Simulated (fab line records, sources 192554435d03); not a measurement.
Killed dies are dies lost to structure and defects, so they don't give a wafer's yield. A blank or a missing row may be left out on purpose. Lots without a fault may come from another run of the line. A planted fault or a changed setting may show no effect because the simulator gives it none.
A struck lot beside a sound one | flow n5_finfet | 15 steps out of a route of 1938
Sound: wafers L881.2, L881.3, L881.5. Struck: wafers L886.2, L886.6. (L886.3 of the same lot was not struck and is left out.) The cause comes at the end.
At each step with rows: each side's tool, then ch and its chambers, then its first start. Under that, the readings that differ: sound wafers | struck wafers | difference of the means | sigmas: that difference in standard deviations of wafers without a fault.
alike: readings whose means differ by less than 2 such deviations, and words and numbers that are the same on both sides. not compared: withheld readings, readings that some wafer has no value for, bounds like >300 that may hide the same value, and numbers for which the record gives no deviation and whose values overlap.
The two part at a step that has a row with sigmas, a row that says differs or no value, or rows on one side only. Numbers that don't overlap but have no deviation are shown without sigmas and don't part them. A reading that every wafer of one side lacks parts them only if that side has two wafers or more.

N5_HKMG_FIN_STRIP_93: strips SOC in N2/H2, time 20 s.
  sound on rie_diel-02 ch 0,2, day 4 17:48; struck on rie_diel-02 ch 0,3, day 6 00:10
  reading      | sound          | struck    | difference | sigmas
  rf_vpp_V (V) | 54.2 52.2 53.6 | 56.0 55.4 | +2.4       | +3
  alike: drypump_motor_current_A, oes_product_au, showerhead_plenum_p_Torr, throttle_valve_pct
  not compared: rf_hours_counter_h
then, 1 step without rows for these wafers: N5_HKMG_FIN_WET_ETCH_76 (etches Al2O3 in dNH4OH, stops on La2O3, target depth 2.25 nm, rinse time 30 s).
N5_HKMG_FIN_STRIP_60: strips in N2/H2, time 360 s.
  sound on plasma_asher-01 ch 1, day 4 17:57; struck on plasma_asher-01 ch 0,1, day 6 00:19
  alike: drypump_motor_current_A, heater_power_w
  not compared: rf_hours_counter_h
then, 2 steps without rows for these wafers: N5_HKMG_FIN_WET_ETCH_77 (etches La2O3 in dHCl, stops on HfO2, target depth 2 nm); N5_HKMG_FIN_WET_ETCH_78 (etches Al2O3 in dNH4OH, stops on La2O3, target depth 4.5 nm, rinse time 30 s).
N5_HKMG_FIN_ALD_79: deposits TiN, target thk 1.5 nm, pulse time 1 s, purge time 3 s.
  sound on ald_metal-04 ch 0,3, day 4 18:26; struck on ald_metal-01 ch 0,3, day 6 00:48
  alike: heater_power_w, precursor_pulse_height_rel
  not compared: ald_cycles
N5_HKMG_FIN_CVD_62: deposits a-Si from Si2H6, target thk 3 nm, time 20.8 s.
  sound on thermal_cvd_si-02 ch 0,1,2, day 4 18:48; struck on thermal_cvd_si-01 ch 0,1, day 6 01:10
  alike: heater_power_w
then, 5 steps without rows for these wafers: N5_HKMG_FIN_RTA_80 (time 2 s); N5_HKMG_FIN_PRECLEAN_64 (cleans in dHF, time 30 s); N5_HKMG_FIN_WET_ETCH_65 (etches a-Si in TMAH, stops on TiN, time 49 s, target depth 3 nm); N5_HKMG_FIN_WET_ETCH_81 (etches TiN in SC1, stops on HfO2, time 57 s, target depth 6 nm); N5_HKMG_FIN_WET_ETCH_82 (etches La2O3 in dHCl, stops on HfO2, target depth 2 nm, rinse time 30 s).
N5_HKMG_FIN_ALD_36: deposits TiN, target thk 1 nm, pulse time 1 s, purge time 3 s.
  sound on ald_metal-03 ch 1,2,3, day 4 19:12; struck on ald_metal-03 ch 0,3, day 6 01:33
  reading    | sound    | struck | difference | sigmas
  ald_cycles | 47 47 47 | 40 40  | -7         |
  alike: heater_power_w, precursor_pulse_height_rel
N5_HKMG_FIN_THK_MEAS_70: measures by xrf.
  sound on film_metro-01, day 4 19:29; struck on film_metro-02, day 6 01:51
  alike: HK_THK
N5_PASSIVATION_PROBE_49:
  the record has rows for the sound wafers here (prober-02, day 13 02:20) and none for the struck ones

WHERE THEY PART
First at N5_HKMG_FIN_STRIP_93; last, within this record, at N5_PASSIVATION_PROBE_49.

WHY: what the simulator had put in
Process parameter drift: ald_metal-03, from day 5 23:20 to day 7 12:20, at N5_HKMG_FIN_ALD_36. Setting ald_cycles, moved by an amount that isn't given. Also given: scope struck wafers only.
